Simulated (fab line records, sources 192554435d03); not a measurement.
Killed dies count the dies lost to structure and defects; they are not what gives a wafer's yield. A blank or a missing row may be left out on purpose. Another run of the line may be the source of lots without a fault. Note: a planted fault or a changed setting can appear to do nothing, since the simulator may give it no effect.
A lot that was struck, set against a sound lot ; flow n5Finfet ; 17 steps out of a route of 1938
Sound: wafers L641.3, L641.4, L641.5. Wafers L651.2, L651.3, L651.6 were the ones struck. At the end, the cause is stated.
Each step with rows lists, per side, the tool, then ch with its chambers, then its first start. Under that, the readings that differ: sound wafers ; struck wafers ; difference of the means ; sigmas: that difference in standard deviations of wafers without a fault.
alike: a reading whose means differ by less than 2 such deviations, as well as words and numbers matching on both sides. not compared: withheld readings; readings where some wafer has no value; bounds like >300 that might hide an equal value; numbers whose values overlap and for which the record gives no deviation.
The two part at a step that has a row with sigmas, a row that says differs or no value, or rows on one side only. Non-overlapping numbers with no deviation appear without sigmas and do not part them. A reading missing from all wafers of one side parts the sides only when that side holds two or more wafers.

first, 2 steps without rows for these wafers: N5_BEOL_M14_PRECLEAN_39 (cleans in residue remover, time 60 s); N5_BEOL_M14_SRD_40 (time 30 s, dry time 30 s).
N5_BEOL_M14_DEGAS_41: time 60 s.
  sound on pvdSputter-03, day 12 03:58; struck on pvdSputter-02, day 16 02:46
  alike: heaterPowerW
then, 1 step without rows for these wafers: N5_BEOL_M14_PRE_CLEAN_42 (time 30 s).
N5_BEOL_M14_SPUTTER_43: material TaN, target thk 15 nm, time 24.19 s.
  sound on pvdSputter-03, day 12 04:03; struck on pvdSputter-02, day 16 02:51
  alike: throttleValvePct
then, 3 steps without rows for these wafers: N5_BEOL_M14_SPUTTER_44 (material Ta, target thk 15 nm, time 24.19 s); N5_BEOL_M14_SPUTTER_45 (material Cu, target thk 100 nm, time 16.67 s); N5_BEOL_M14_ECD_47 (material Cu, target thk 1248 nm).
N5_BEOL_M14_ANNEAL_48: time 90 s.
  sound on rtpAnneal-01 ch 0, day 12 04:44; struck on rtpAnneal-01 ch 0, day 16 03:22
  alike: annealTempC, wafer_temp_C_max
N5_BEOL_M14_CMP_49: polishes, stops on SiO2, t overpolish 5.2 s, target thk 560 nm.
  sound on cmp-02 ch 2,3, day 12 04:56; struck on cmp-01 ch 1,2, day 16 03:37
reading;sound;struck;difference;sigmas
motorCurrentA (A);7.5 7.4 7.7;8.7 8.3 8.6;+1.0;+2
  alike: barrierFieldEndpointS, headPressurePsi, overpolishRunS, timeToEndpointS
N5_BEOL_M14_THK_MEAS_50: measures by xrf.
  sound on filmMetro-01, day 12 05:14; struck on filmMetro-02, day 16 03:55
  alike: M14_THK
then, 1 step without rows for these wafers: N5_BEOL_M14_PRE_CLEAN_52 (time 15 s).
N5_BEOL_M14_DEP_53: deposits SiCN from 3MS/NH3, target thk 50 nm, time 17.8 s.
  sound on pecvd-02 ch 0,1,2, day 12 05:18; struck on pecvd-03 ch 1,2, day 16 03:58
  alike: showerheadPlenumPTorr, throttleValvePct
N5_BEOL_M14_RS_MEAS_54: measurement is done with a four-point probe.
  sound on filmMetro-02, day 12 05:22; struck on filmMetro-02, day 16 04:02
  alike: M14_RS
N5_BEOL_M14_INSPECT_55: inspects for defects (darkfield).
  sound on defectInspect-01, day 12 05:23; struck on defectInspect-02, day 16 04:04
reading;sound;struck;difference;sigmas
rawDefectCount;90 45 83;542 529 501;+451;+18
N5_BEOL_M15_ILD_DEP_00: deposits SiO2 from TEOS/O2, target thk 1629.3 nm, time 346.1 s.
  sound on pecvd-03 ch 0,1, day 12 05:26; struck on pecvd-04 ch 0,2, day 16 04:06
  alike: heaterPowerW, showerheadPlenumPTorr, throttleValvePct
N5_PASSIVATION_PROBE_49:
  sound on prober-01, day 13 03:21; struck on prober-02, day 17 06:39
reading;sound;struck;difference;sigmas
defectLimitedYield (%);92.1 87.9 88.2;81.4 85.8 85.5;-5.2;-3
killed_at_M4_up;27 18 19;126 51 56;+56;+11
killedDies;93 143 139;219 167 171;+61;+3
sort_bin_5_function (%);4.7 6.7 6.5;12.1 8.6 8.7;+3.8;+4
sort_bin_8_speed (%);0 0 0;0 0 0.17;+0;+4
sortNPass;1087 1037 1041;961 1013 1007;-61;-3
sortYieldPct (%);92.1 87.9 88.2;81.4 85.8 85.3;-5.2;-3
  alike: killed_at_M0_to_M3, killedAtContacts, killedAtFrontEnd, killedAtOther, killedOpen, killedShort, sort_bin_6_memory

== WHERE THEY PART ==
At N5_BEOL_M14_CMP_49 first; at N5_PASSIVATION_PROBE_49 last (within this record only).

WHY: what the simulator had put in
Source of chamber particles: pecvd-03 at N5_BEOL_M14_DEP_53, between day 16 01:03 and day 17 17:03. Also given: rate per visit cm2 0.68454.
